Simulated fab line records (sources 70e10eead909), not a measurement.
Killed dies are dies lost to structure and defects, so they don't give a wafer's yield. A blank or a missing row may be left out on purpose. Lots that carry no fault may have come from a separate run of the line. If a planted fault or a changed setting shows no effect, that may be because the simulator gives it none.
fab line records	flow nandHarc
record lots=6	wafers=18	lastDay=33
route steps=1302 shown P_BONDPAD@364 END@1302
lots with no fault: from the same line, run without faults
startH: hours from the record's opening day to when the first of the lot's shown wafers began	waitH: time in hours since the lot's previous step	" same as the row above	L1.1+2: several wafers, shown together as one row	- no value, or no start was given	* or withheld: withheld	< > ~ a bound
route shown NAME@n: names a module that has steps shown in the file, with the first one's number in the route	usual: mean/standard deviation taken from wafers without a fault	same: alike in all rows	chamber/n: place in a boat	sites: readings site by site	_std_site: the standard deviation of these	_edge_site: outer sites' mean less inner sites'	radiusMm: for every site, how far away it sits from the centre of the wafer	mask NAME#n: copy n	behind: the tool/chamber that last shaped the wafer	hold: what put the lot on hold/how long, in hours/how the hold closed	device: whichever transistor did not switch (one of n, p or np)	end of line: the tests these same wafers got at the end of their route	where a step has no rows: the recipe by itself	killed: at the first sort, the dies lost to defects and structure; wafer yield is something else	map: a wafer's dies, marking killed ones x, the rest . and places with no die _
set.NAME: the setting as run; set.NAME@STEP: as run at that earlier step	model.NAME: the simulator's own value behind a step, which no gauge read
lots at selected steps of the route; one table per step, one row per wafer
services: from which hour (startH, from the record's first day; less than 0 if before it) a tool's chamber was out of use, for how many hours, and why
## steps
# step NHARC_P_BONDPAD_CD_MEAS_09
# recipe targetCdNm=500	landingEnergyEv=500
# usual cdNm=500.2/1.8
lot.wafer	tool	chamber	startH	waitH	cdNm
L674.3	cdSem-02	0	158.77	-	497.9
L674.4	"	0	"	"	498.3
L674.5	"	0	"	"	497.7
L677.1	cdSem-03	0	180.20	-	499.8
L677.3	"	0	"	"	498.6
L677.6	"	0	"	"	501.9
L688.1	cdSem-02	0	292.36	-	497.0
L688.2	"	0	"	"	499.0
L688.5	"	0	"	"	498.7
L691.1	cdSem-03	0	329.81	-	502.2
L691.2	"	0	"	"	499.5
L691.3	"	0	"	"	502.0
L694.1	cdSem-01	0	356.83	-	501.8
L694.3	"	0	"	"	498.6
L694.4	"	0	"	"	498.5
L695.1	cdSem-02	0	360.67	-	501.3
L695.4	"	0	"	"	499.4
L695.6	"	0	"	"	501.7
# step NHARC_P_BONDPAD_OVL_MEAS_38
# usual overlayXNm=0/4.9	overlayYNm=1/5.8
lot.wafer	tool	chamber	startH	waitH	overlayXNm	overlayYNm
L674.3	overlay-01	-	158.86	-	1	1
L674.4	"	-	"	"	1	1
L674.5	"	-	"	"	1	1
L677.1	overlay-01	-	180.29	-	7	-9
L677.3	"	-	"	"	7	-9
L677.6	"	-	"	"	7	-9
L688.1	overlay-01	-	292.45	-	-1	-3
L688.2	"	-	"	"	-1	-3
L688.5	"	-	"	"	-1	-3
L691.1	overlay-02	-	329.91	-	-8	5
L691.2	"	-	"	"	-8	5
L691.3	"	-	"	"	-8	5
L694.1	overlay-02	-	356.92	-	-4	3
L694.3	"	-	"	"	-4	3
L694.4	"	-	"	"	-4	4
L695.1	overlay-01	-	360.76	-	10	5
L695.4	"	-	"	"	10	5
L695.6	"	-	"	"	10	5
# step NHARC_P_BONDPAD_HARDBAKE_10
# recipe tempC=118	timeS=65
# step NHARC_P_BONDPAD_DESCUM_11
# recipe timeS=3	o2FlowSccm=200	arFlowSccm=0	biasPowerW=0	chemistry=O2
# step NHARC_P_BONDPAD_ETCH_37
# recipe targetDepthA=600	overetchA=180	timeS=65.91	ionEnergyEv=200	n2FlowSccm=150	h2FlowSccm=150	arFlowSccm=0	rfW=400	biasW=150	chemistry=N2/H2
# usual drypumpMotorCurrentA=5.8/0.46	n2FlowSccm=150.0/0.42	oesProductAu=1.003/0.01	rfVppV=431.0/2.4	showerheadPlenumPTorr=2.05/0.08	throttleValvePct=14.171/0.0096
lot.wafer	tool	chamber	startH	waitH	drypumpMotorCurrentA	n2FlowSccm	oesProductAu	rfHoursCounterH	rfVppV	showerheadPlenumPTorr	throttleValvePct
L674.3	rieDiel-12	3	159.07	0.1	5.5	150.1	1.017	1.2	429.8	1.98	14.170
L674.4	"	0	"	"	5.3	149.1	0.991	1.3	431.2	2.07	14.179
L674.5	"	2	"	"	6.2	149.6	0.998	-	428.2	1.97	14.166
L677.1	rieDiel-11	0	180.51	0.1	6.8	150.0	0.996	5.4	432.3	2.13	14.184
L677.3	"	1	"	"	5.9	149.8	1.002	5.8	433.2	2.12	14.165
L677.6	"	3	"	"	5.8	149.7	1.022	-	431.1	2.05	14.177
L688.2	rieDiel-12	1	292.66	0.1	5.0	149.9	0.994	0.2	433.4	2.13	14.188
L688.1	"	0	"	"	5.2	149.9	0.992	0.2	431.0	2.07	14.177
L688.5	"	2	"	"	6.2	149.2	1.015	-	427.4	1.97	14.172
L691.1	rieDiel-11	2	330.13	0.1	5.9	150.8	1.017	4.3	434.2	2.20	14.182
L691.3	"	3	"	"	5.8	149.8	0.994	3.8	431.5	2.05	14.150
L691.2	"	0	"	"	6.8	150.2	1.012	4.1	433.7	2.13	14.173
L694.4	rieDiel-12	2	357.13	0.1	6.2	148.9	0.998	2.2	428.6	1.97	14.181
L694.3	"	0	"	"	5.3	150.1	0.997	2.2	429.3	2.06	14.168
L694.1	"	1	"	"	5.0	149.1	0.982	2.3	432.6	2.13	14.153
L695.4	rieDiel-11	0	360.97	0.1	6.8	149.8	1.006	6.3	431.9	2.12	14.176
L695.1	"	2	"	"	5.9	150.4	1.010	5.8	435.3	2.20	14.186
L695.6	"	3	"	"	5.8	150.1	0.987	-	429.8	2.05	14.166
# step NHARC_P_BONDPAD_ETCH_12
# recipe targetDepthA=2000	timeS=100	chf3FlowSccm=50	o2FlowSccm=10	arFlowSccm=200	rfW=500	biasW=200	chemistry=CHF3/O2
# usual drypumpMotorCurrentA=5.8/0.49	oesProductAu=0.949/0.023	rfVppV=370.9/2	showerheadPlenumPTorr=2.42/0.083	throttleValvePct=20.573/0.0092
lot.wafer	tool	chamber	startH	waitH	drypumpMotorCurrentA	oesProductAu	rfHoursCounterH	rfVppV	showerheadPlenumPTorr	throttleValvePct
L674.3	rieDiel-12	1	-	-	5.0	0.925	1.4	372.2	2.50	20.572
L674.4	"	3	"	"	5.5	0.936	1.2	370.0	2.33	20.570
L674.5	"	1	"	"	5.0	0.919	-	373.6	2.50	20.585
L677.3	rieDiel-11	0	-	-	6.7	0.923	5.5	373.7	2.50	20.570
L677.1	"	1	"	"	5.9	0.929	5.9	370.6	2.49	20.576
L677.6	"	0	"	"	6.8	0.929	-	373.0	2.50	20.575
L688.1	rieDiel-12	2	-	-	6.2	0.964	0.2	369.2	2.33	20.560
L688.2	"	0	"	"	5.3	0.966	0.2	371.1	2.43	20.567
L688.5	"	2	"	"	6.2	0.974	-	368.0	2.33	20.576
L691.3	rieDiel-11	0	-	-	6.8	0.944	4.1	373.7	2.49	20.568
L691.2	"	2	"	"	5.9	0.946	4.3	373.0	2.57	20.569
L691.1	"	3	"	"	5.8	0.922	3.8	370.7	2.41	20.572
L694.1	rieDiel-12	1	-	-	5.0	0.941	2.4	372.7	2.50	20.567
L694.4	"	2	"	"	6.2	0.959	2.2	368.9	2.33	20.561
L694.3	"	3	"	"	5.5	0.954	2.1	369.8	2.33	20.571
L695.1	rieDiel-11	1	-	-	5.9	0.981	6.4	369.8	2.49	20.571
L695.4	"	3	"	"	5.8	0.982	5.8	370.7	2.41	20.583
L695.6	"	1	"	"	5.9	0.983	-	372.5	2.49	20.560
# step NHARC_P_BONDPAD_CD_MEAS_13
# usual cdNm=499.8/1.9
lot.wafer	tool	chamber	startH	waitH	cdNm
L674.3	cdSem-03	-	159.30	-	497.2
L674.4	"	-	"	"	496.9
L674.5	"	-	"	"	497.0
L677.1	cdSem-01	-	180.72	-	497.1
L677.3	"	-	"	"	497.6
L677.6	"	-	"	"	501.9
L688.1	cdSem-02	-	292.89	-	498.1
L688.2	"	-	"	"	499.3
L688.5	"	-	"	"	498.1
L691.1	cdSem-01	-	330.36	-	501.4
L691.2	"	-	"	"	498.8
L691.3	"	-	"	"	501.9
L694.1	cdSem-02	-	357.35	-	500.8
L694.3	"	-	"	"	498.3
L694.4	"	-	"	"	497.7
L695.1	cdSem-02	-	361.19	-	501.3
L695.4	"	-	"	"	498.9
L695.6	"	-	"	"	500.7
# step NHARC_P_BONDPAD_STRIP_15
# recipe o2FlowSccm=500	arFlowSccm=0	biasW=0	chemistry=O2
# usual drypumpMotorCurrentA=5.8/0.51	oesProductAu=1.003/0.01	rfVppV=57.9/0.88	showerheadPlenumPTorr=3.58/0.12	throttleValvePct=17.035/0.0094
lot.wafer	tool	chamber	startH	waitH	drypumpMotorCurrentA	oesProductAu	rfHoursCounterH	rfVppV	showerheadPlenumPTorr	throttleValvePct
L674.3	rieDiel-04	0	159.39	0.1	5.8	1.007	11	57.2	3.54	17.033
L674.4	"	2	"	"	5.7	0.988	10	58.3	3.33	17.025
L674.5	"	0	"	"	5.8	0.999	-	58.1	3.54	17.044
L677.3	rieDiel-12	3	180.80	0.1	5.5	1.010	2	58.2	3.43	17.041
L677.1	"	2	"	"	6.2	0.996	2	56.0	3.42	17.044
L677.6	"	0	"	"	5.3	0.998	-	57.3	3.57	17.024
L688.2	rieDiel-11	0	292.98	0.1	6.8	1.022	2	58.0	3.66	17.036
L688.1	"	1	"	"	6.0	1.016	2	58.9	3.65	17.037
L688.5	"	0	"	"	6.8	1.009	-	58.4	3.66	17.028
L691.1	rieDiel-12	0	330.43	0.1	5.3	1.002	1	57.9	3.57	17.022
L691.2	"	1	"	"	5.0	0.997	1	58.6	3.67	17.040
L691.3	"	3	"	"	5.5	1.005	1	56.5	3.43	17.032
L694.4	rieDiel-12	2	357.43	0.1	6.2	0.997	2	58.0	3.42	17.046
L694.3	"	0	"	"	5.3	1.007	2	58.0	3.57	17.047
L694.1	"	1	"	"	5.0	0.987	2	57.7	3.67	17.035
L695.4	rieDiel-12	2	361.30	0.1	6.2	1.006	2	59.8	3.42	17.033
L695.1	"	3	"	"	5.5	1.016	2	56.3	3.42	17.042
L695.6	"	0	"	"	5.3	1.006	-	58.1	3.57	17.045
# step NHARC_P_BONDPAD_ETCH_24
# recipe targetDepthA=300	overEtchFrac=0.3	timeS=72.99	ionEnergyEv=150	cf4FlowSccm=50	n2FlowSccm=100	arFlowSccm=150	rfW=300	biasW=100	chemistry=CF4/N2
# step NHARC_P_BONDPAD_STRIP_16
# recipe timeS=600	tempC=30	chemistry=postEtchResidueRemover
# step NHARC_P_BONDPAD_DEGAS_25
# recipe tempC=300	timeS=60
# usual heaterPowerW=455/57
lot.wafer	tool	chamber	startH	waitH	heaterPowerW
L674.3	pvdSputter-02	-	159.97	-	453
L674.4	"	-	"	"	474
L674.5	"	-	"	"	498
L677.3	pvdSputter-01	-	181.35	-	516
L677.1	"	-	"	"	335
L677.6	"	-	"	"	364
L688.1	pvdSputter-01	-	293.52	-	487
L688.2	"	-	"	"	382
L688.5	"	-	"	"	491
L691.2	pvdSputter-01	-	330.98	-	513
L691.3	"	-	"	"	350
L691.1	"	-	"	"	392
L694.4	pvdSputter-02	-	357.97	-	477
L694.3	"	-	"	"	460
L694.1	"	-	"	"	539
L695.1	pvdSputter-02	-	361.81	-	489
L695.4	"	-	"	"	557
L695.6	"	-	"	"	547
# step NHARC_P_BONDPAD_PRE_CLEAN_26
# recipe timeS=30	tempC=280	gas=H2/He
# step NHARC_P_BONDPAD_PVD_17
# recipe targetThkA=50	biasV=168.6	powerW=15000	chamberPressurePa=0.12	timeS=8.06	substrateTempC=50	material=TaN
# usual cathodeDcPowerW=15000/2.8	chamberPressurePa=0.12005/0.00025	substrateTempC=50.00/0.11	throttleValvePct=29.7/1.2
lot.wafer	tool	chamber	startH	waitH	cathodeDcPowerW	chamberPressurePa	substrateTempC	throttleValvePct
L674.4	pvdSputter-02	-	160.07	-	14999	0.11958	49.99	29.4
L674.3	"	-	"	"	14998	0.12032	50.19	30.1
L674.5	"	-	"	"	14998	0.12024	49.95	28.3
L677.1	pvdSputter-01	-	181.49	-	15000	0.12048	49.90	31.5
L677.3	"	-	"	"	15001	0.11976	50.22	29.7
L677.6	"	-	"	"	14998	0.12015	49.92	30.9
L688.2	pvdSputter-01	-	293.69	-	14235	0.12007	50.04	31.5
L688.1	"	-	"	"	14231	0.11988	49.97	29.1
L688.5	"	-	"	"	14231	0.12012	49.98	31.7
L691.3	pvdSputter-01	-	331.09	-	14235	0.11992	49.96	29.3
L691.1	"	-	"	"	14235	0.12026	50.04	31.1
L691.2	"	-	"	"	14235	0.12011	50.22	30.1
L694.1	pvdSputter-02	-	358.09	-	15000	0.11995	50.07	26.7
L694.3	"	-	"	"	14999	0.11988	50.10	28.7
L694.4	"	-	"	"	15002	0.1201	49.89	29.9
L695.1	pvdSputter-02	-	361.92	-	14993	0.12001	50.02	28.8
L695.4	"	-	"	"	15003	0.1203	50.07	30.5
L695.6	"	-	"	"	15003	0.11951	50.16	29.8
# step NHARC_P_BONDPAD_PVD_27
# recipe targetThkA=300	chamberPressurePa=5	powerW=5000	substrateTempC=30	timeS=20.49	material=Cu
# usual cathodeDcPowerW=4999.9/0.99	chamberPressurePa=5.000/0.01	substrateTempC=30.01/0.11	throttleValvePct=29.7/1.1
lot.wafer	tool	chamber	startH	waitH	cathodeDcPowerW	chamberPressurePa	substrateTempC	throttleValvePct
L674.3	pvdSputter-02	-	-	-	5000.8	5.003	30.03	29.8
L674.4	"	-	"	"	5000.1	5.004	30.16	29.2
L674.5	"	-	"	"	5001.0	5.010	29.97	29.3
L677.3	pvdSputter-01	-	-	-	4999.3	4.996	29.98	31.6
L677.1	"	-	"	"	4998.7	5.014	30.15	30.4
L677.6	"	-	"	"	4999.7	5.003	29.92	31.4
L688.1	pvdSputter-01	-	-	-	5000.5	5.007	29.97	30.0
L688.2	"	-	"	"	5000.0	4.995	29.93	29.2
L688.5	"	-	"	"	4998.8	5.012	30.00	30.3
L691.3	pvdSputter-01	-	-	-	5000.5	4.995	30.15	30.8
L691.2	"	-	"	"	5001.4	5.018	29.96	30.2
L691.1	"	-	"	"	4998.5	4.994	30.01	31.7
L694.3	pvdSputter-02	-	-	-	4999.5	5.013	30.11	30.5
L694.1	"	-	"	"	5000.5	4.987	30.26	29.5
L694.4	"	-	"	"	5000.8	5.004	29.94	27.0
L695.1	pvdSputter-02	-	-	-	4999.2	4.994	30.25	26.8
L695.4	"	-	"	"	4998.2	5.003	29.81	28.8
L695.6	"	-	"	"	5000.4	5.006	30.32	26.8
# step NHARC_END_SORT_01
# recipe tempC=25
# usual defectLimitedYield=91/3	killedAtArray=54/21	killedAtOther=1.0/1.2	killedAtPeriphery=3.6/2.6	killedDies=58/20	killedOpen=3.3/1.9	killedShort=2.6/1.5	sort_bin_2_pct=3.1/1.4	sort_bin_3_pct=0.6/0.37	sort_bin_4_pct=4.9/1.6	sortNPass=619/20	sortRimYieldPct=91/4.3	sortYieldPct=91/3
# same grossDies=677	sort_bin_5_pct[%]=0	sort_bin_6_pct[%]=0	sort_bin_7_pct[%]=0	sort_bin_8_pct[%]=0	sortRimNGross=106.00
lot.wafer	tool	chamber	startH	waitH	defectLimitedYield[%]	killedAtArray	killedAtOther	killedAtPeriphery	killedDies	killedOpen	killedShort	sort_bin_2_pct[%]	sort_bin_3_pct[%]	sort_bin_4_pct[%]	sortNPass	sortRimYieldPct[%]	sortYieldPct[%]
L674.3	prober-01	0	588.59	3.1	97	18	0	2	20	3	2	1.3	0	1.6	657	96	97
L674.4	prober-01	0	589.38	3.4	97	21	0	2	23	4	1	0.6	0	2.8	654	94	97
L674.5	prober-01	0	590.17	3.7	96	23	0	3	26	2	3	0.7	0.3	2.8	651	92	96
L677.1	prober-01	0	602.53	2.5	85	97	1	3	101	1	3	5.6	1.3	8.0	576	84	85
L677.3	prober-01	0	604.14	3.1	87	82	3	1	86	5	4	5.3	1.6	5.8	591	87	87
L677.6	prober-01	0	606.56	4.0	87	89	0	0	89	3	3	5.0	0.7	7.4	588	89	87
L691.1	prober-01	0	762.76	2.4	90	64	0	4	68	2	4	3.0	0.3	6.8	609	92	90
L691.2	prober-01	0	763.55	2.7	91	58	0	4	62	3	2	3.7	0.7	4.7	615	91	91
L691.3	prober-01	0	764.34	3.0	87	82	0	4	86	0	3	5.0	1.0	6.6	591	92	87
L695.1	prober-02	0	788.25	2.5	91	56	0	5	61	1	5	4.0	0.6	4.4	616	87	91
L695.4	prober-02	0	790.67	3.4	91	57	1	1	59	3	1	3.0	0.7	5.0	618	86	91
L695.6	prober-02	0	792.28	4.0	88	77	1	4	82	2	4	4.3	0.7	7.1	595	81	88
# killed by level:class
L674.3 A_CHANNEL_HOLE_D2:chamberFilmFlake=7 A_M0:geometricParticle:open=2 A_STAIRCASE:chamberFilmFlake=2 A_CONTACT:chamberFilmFlake=2 A_CHANNEL_FILL_D1:geometricParticle:open=1 A_CHANNEL_FILL_D1:geometricParticle:short=1 A_ONON_D2:geometricParticle:short=1 P_ZERO_WELL:chamberFilmFlake=1
L674.4 A_CHANNEL_HOLE_D2:chamberFilmFlake=6 A_CONTACT:chamberFilmFlake=5 A_ONON_D2:geometricParticle:open=2 A_CHANNEL_HOLE_D1:chamberFilmFlake=2 A_CHANNEL_FILL_D2:geometricParticle:short=1 A_CONTACT:geometricParticle:open=1 A_M0:geometricParticle:open=1 P_ZERO_WELL:chamberFilmFlake=1
L674.5 A_CHANNEL_HOLE_D2:chamberFilmFlake=5 A_CONTACT:chamberFilmFlake=5 A_CHANNEL_HOLE_D1:chamberFilmFlake=3 A_M1:chamberFilmFlake=2 A_ONON_D1:geometricParticle:short=1 A_CHANNEL_HOLE_D1:geometricParticle:short=1 A_ONON_D2:geometricParticle:short=1 A_CHANNEL_FILL_D2:geometricParticle:open=1
L677.1 A_CHANNEL_HOLE_D1:chamberFilmFlake=37 A_CHANNEL_HOLE_D2:chamberFilmFlake=32 A_SLIT:chamberFilmFlake=18 A_STAIRCASE:chamberFilmFlake=5 A_CHANNEL_FILL_D1:geometricParticle:short=2 A_DECK1_JOINT:geometricParticle:short=1 A_CONTACT:geometricParticle:open=1 P_ZERO_WELL:chamberFilmFlake=1
L677.3 A_CHANNEL_HOLE_D1:chamberFilmFlake=27 A_CHANNEL_HOLE_D2:chamberFilmFlake=24 A_SLIT:chamberFilmFlake=13 A_STAIRCASE:chamberFilmFlake=7 THIN_TSV:chamberFilmFlake=3 A_CHANNEL_FILL_D1:geometricParticle:short=2 A_M0:geometricParticle:open=2 A_CONTACT:chamberFilmFlake=2
L677.6 A_CHANNEL_HOLE_D1:chamberFilmFlake=32 A_CHANNEL_HOLE_D2:chamberFilmFlake=30 A_SLIT:chamberFilmFlake=13 A_STAIRCASE:chamberFilmFlake=4 A_CHANNEL_HOLE_D1:geometricParticle:short=2 A_CHANNEL_FILL_D2:chamberFilmFlake=2 A_CHANNEL_FILL_D1:geometricParticle:open=1 A_CHANNEL_HOLE_D2:geometricParticle:short=1
L691.1 A_CHANNEL_HOLE_D1:chamberFilmFlake=25 A_CHANNEL_HOLE_D2:chamberFilmFlake=25 A_M1:chamberFilmFlake=5 A_SLIT:chamberFilmFlake=2 P_ZERO_WELL:chamberFilmFlake=2 P_GATE:geometricParticle:open=1 P_M0:geometricParticle:short=1 A_CHANNEL_HOLE_D2:geometricParticle:short=1
L691.2 A_CHANNEL_HOLE_D1:chamberFilmFlake=29 A_CHANNEL_HOLE_D2:chamberFilmFlake=14 A_SLIT:chamberFilmFlake=3 P_ZERO_WELL:chamberFilmFlake=2 P_GATE:chamberFilmFlake=2 A_WL_FILL:chamberFilmFlake=2 A_BLC:chamberFilmFlake=2 A_ONON_D1:geometricParticle:open=1
L691.3 A_CHANNEL_HOLE_D1:chamberFilmFlake=39 A_CHANNEL_HOLE_D2:chamberFilmFlake=24 A_SLIT:chamberFilmFlake=7 P_GATE:chamberFilmFlake=3 A_M1:chamberFilmFlake=2 A_WL_FILL:chamberFilmFlake=2 A_CHANNEL_FILL_D1:geometricParticle:short=1 A_DECK1_JOINT:geometricParticle:short=1
L695.1 A_CHANNEL_HOLE_D1:chamberFilmFlake=19 A_SLIT:chamberFilmFlake=12 A_CHANNEL_HOLE_D2:chamberFilmFlake=10 A_CONTACT:chamberFilmFlake=8 P_GATE:geometricParticle:short=2 A_DECK1_JOINT:chamberFilmFlake=2 A_CHANNEL_FILL_D1:geometricParticle:short=1 A_CHANNEL_FILL_D1:geometricParticle:open=1
L695.4 A_CHANNEL_HOLE_D2:chamberFilmFlake=20 A_CHANNEL_HOLE_D1:chamberFilmFlake=15 A_SLIT:chamberFilmFlake=10 A_CONTACT:chamberFilmFlake=6 A_DECK1_JOINT:geometricParticle:open=2 A_ONON_D1:geometricParticle:open=1 A_CHANNEL_FILL_D2:geometricParticle:short=1 P_ZERO_WELL:chamberFilmFlake=1
L695.6 A_CHANNEL_HOLE_D2:chamberFilmFlake=25 A_SLIT:chamberFilmFlake=20 A_CHANNEL_HOLE_D1:chamberFilmFlake=13 A_CONTACT:chamberFilmFlake=13 A_ONON_D1:geometricParticle:short=2 P_M1:chamberFilmFlake=2 A_STAIRCASE:chamberFilmFlake=2 P_GATE:geometricParticle:open=1
## services
tool	chamber	startH	hours	kind
rieDiel-12	0	149.40	-	clean
rieDiel-12	1	149.40	-	clean
rieDiel-12	2	149.40	-	clean
rieDiel-12	3	149.40	-	clean
rieDiel-12	0	152.37	4.6	repair
rieDiel-12	-	159.39	0.7	repair
rieDiel-12	0	173.90	-	clean
rieDiel-12	1	173.90	-	clean
rieDiel-12	2	173.90	-	clean
rieDiel-12	3	173.90	-	clean
rieDiel-04	-	177.97	9.0	pm
rieDiel-12	0	198.40	-	clean
rieDiel-12	1	198.40	-	clean
rieDiel-12	2	198.40	-	clean
pvdSputter-02	-	207.09	5.4	repair
pvdSputter-01	-	226.06	10.0	pm
rieDiel-11	-	255.50	9.0	pm
pvdSputter-02	-	265.04	3.3	repair
rieDiel-12	-	268.40	9.0	pm
rieDiel-04	2	272.85	2.9	repair
pvdSputter-02	-	282.00	10.0	pm
rieDiel-04	3	323.75	3.1	repair
rieDiel-04	1	340.13	6.8	repair
rieDiel-04	-	354.97	9.0	pm
## key
firstSign step=NHARC_P_BONDPAD_PVD_17	reading=cathodeDcPowerW	direction=down	sigmas=99+	usual=*	struck=*
effect none on later readings
metAt NHARC_P_BONDPAD_PVD_17
struckWafers L688.1,L688.2,L688.5,L691.1,L691.2,L691.3
onsetBetween 181.49 293.69
fault kind=processParameterDrift	tool=pvdSputter-01	chamber=-	onsetH=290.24	steps=NHARC_P_BONDPAD_PVD_17	channel=powerW	offset=*	shape=step	endH=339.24	actsIn=*	stated=*
